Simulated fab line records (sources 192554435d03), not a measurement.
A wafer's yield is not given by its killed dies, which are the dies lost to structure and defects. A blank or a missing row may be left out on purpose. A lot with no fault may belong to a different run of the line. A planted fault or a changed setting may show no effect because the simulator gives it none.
Chamber matching ; flow n5_finfet ; 4 sister chambers for N5_BEOL_M5_STRIP_64 on rie_diel-01
The step strips in CF4. 22 wafers are shown with their chamber, then 11 later ones without.

== WAFERS, EACH WITH ITS CHAMBER ==
wafer;chamber;showerhead_plenum_p_Torr (Torr);drypump_motor_current_A (A);throttle_valve_pct (%)
L076.2;2;1.82;5.7;13.38
L076.5;2;1.82;5.7;13.40
L076.6;0;1.81;6.4;13.39
L080.3;0;1.81;6.4;13.43
L080.4;3;1.77;5.4;13.13
L080.5;1;1.90;5.8;13.06
L081.2;0;1.81;6.5;13.44
L081.4;1;1.90;5.8;13.06
L081.5;3;1.77;5.3;13.12
L083.3;0;1.81;6.5;13.44
L083.5;3;1.77;5.4;13.15
L083.6;2;1.82;5.7;13.41
L085.3;0;1.81;6.5;13.45
L085.4;3;1.77;5.4;13.16
L085.5;0;1.81;6.5;13.44
L084.2;0;1.81;6.5;13.45
L084.4;3;1.77;5.4;13.15
L084.6;0;1.81;6.5;13.45
L089.1;2;1.81;5.7;13.44
L089.2;1;1.90;5.7;13.12
L089.3;0;1.81;6.4;13.46
L086.3;2;1.81;5.7;13.46

SIGNATURES (means of the wafers above)
reading;chamber 0;chamber 1;chamber 2;chamber 3;scatter within a chamber
showerhead_plenum_p_Torr;1.8100;1.9000;1.8160;1.7700;0.00258
drypump_motor_current_A;6.467;5.767;5.700;5.380;0.0439
throttle_valve_pct;13.4389;13.0800;13.4180;13.1420;0.0246
Rule: distance of a wafer from a chamber = root of the sum over the readings of ((wafer's reading minus chamber's mean) / reading's scatter) squared. The wafer belongs to the nearest chamber; if the next one is less than 2 further off, it can't be placed. The scatter: take each reading less its chamber's mean, square it, sum over the shown wafers, divide by the number of wafers less the number of chambers, and take the root.

== WAFERS WITH NO CHAMBER GIVEN ==
wafer;showerhead_plenum_p_Torr (Torr);drypump_motor_current_A (A);throttle_valve_pct (%)
L086.4;1.81;6.4;13.48
L086.6;1.81;5.7;13.44
L090.3;1.77;5.4;13.18
L090.4;1.81;5.7;13.46
L090.6;1.77;5.3;13.16
L093.1;1.76;5.3;13.19
L093.5;1.76;5.3;13.20
L093.6;1.80;6.4;13.52
L095.2;1.80;6.5;13.50
L095.3;1.76;5.4;13.24
L095.4;1.80;6.5;13.54

== EACH ONE'S CHAMBER ==
wafer;from the rows above;in truth
L086.4;0;0
L086.6;2;2
L090.3;3;3
L090.4;2;2
L090.6;3;3
L093.1;3;3
L093.5;3;3
L093.6;0;0
L095.2;0;0
L095.3;3;3
L095.4;0;0
11 of 11 placed correctly. Not placeable from these rows: 0. 0 placed wrongly.
